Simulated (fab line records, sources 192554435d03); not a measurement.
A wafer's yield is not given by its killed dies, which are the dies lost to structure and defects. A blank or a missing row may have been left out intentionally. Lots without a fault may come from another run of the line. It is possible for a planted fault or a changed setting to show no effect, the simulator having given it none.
Matching of chambers ; flow n5 finfet ; N5_FIN_SAQP_ETCH_65 on rie si-04: 4 sister chambers
The step etches SiO2 in CF4, target depth 4 nm, time 4.4 s. 22 wafers are shown with their chamber, then 11 later ones without.

## WAFERS PAIRED WITH THEIR CHAMBERS
wafer;chamber;throttle valve pct (%);drypump motor current A (A);oes product au (a.u.)
L074.1;0;21.48;5.7;1.01
L074.2;2;21.69;5.7;1.05
L074.4;3;21.99;5.4;1.04
L077.4;2;21.69;5.7;1.04
L077.5;2;21.70;5.7;1.04
L077.6;3;21.99;5.4;1.05
L079.2;1;22.10;6.4;0.99
L079.3;2;21.71;5.8;1.05
L079.6;1;22.10;6.4;0.98
L082.1;0;21.49;5.7;1.01
L082.3;2;21.70;5.7;1.05
L082.4;1;22.09;6.5;0.98
L083.1;0;21.49;5.7;1.01
L083.2;3;21.99;5.4;1.04
L083.4;1;22.09;6.4;0.99
L086.2;2;21.70;5.7;1.04
L086.4;3;21.99;5.3;1.04
L086.6;1;22.10;6.4;0.97
L088.1;2;21.70;5.7;1.05
L088.5;2;21.70;5.7;1.05
L088.6;3;21.99;5.4;1.04
L089.3;1;22.09;6.4;0.98

SIGNATURES (means of the wafers above)
reading;chamber 0;chamber 1;chamber 2;chamber 3;scatter within a chamber
throttle valve pct;21.4867;22.0950;21.6988;21.9900;0.00529
drypump motor current A;5.700;6.417;5.713;5.380;0.0373
oes product au;1.0100;0.9817;1.0463;1.0420;0.00553
Rule: a wafer lies at a distance from a chamber equal to the root of the sum of squares, over the readings, of (its reading less the chamber's mean, divided by the reading's scatter). If the next closest chamber is less than 2 further off than the closest, the wafer can't be placed; otherwise it belongs to the closest. The scatter is the square root of a quotient: the sum, over the shown wafers, of each reading's squared deviation from its chamber's mean, divided by wafers minus chambers.

## WAFERS WITH NO CHAMBER GIVEN
wafer;throttle valve pct (%);drypump motor current A (A);oes product au (a.u.)
L089.4;22.00;5.4;1.04
L089.6;22.08;6.4;0.98
L092.1;21.48;5.7;1.01
L092.4;21.99;5.4;1.03
L092.6;21.98;5.3;1.05
L094.2;22.10;6.4;0.97
L094.3;22.01;5.4;1.04
L094.5;21.70;5.7;1.06
L095.4;21.49;5.7;1.02
L095.5;21.98;5.4;1.04
L095.6;21.70;5.7;1.05

## EACH ONE'S CHAMBER
wafer;from the rows above;in truth
L089.4;3;3
L089.6;1;1
L092.1;0;0
L092.4;3;3
L092.6;3;3
L094.2;1;1
L094.3;3;3
L094.5;2;2
L095.4;0;0
L095.5;3;3
L095.6;2;2
Correctly placed: 11 of 11. Not placeable from these rows: 0. Number placed wrongly: 0.
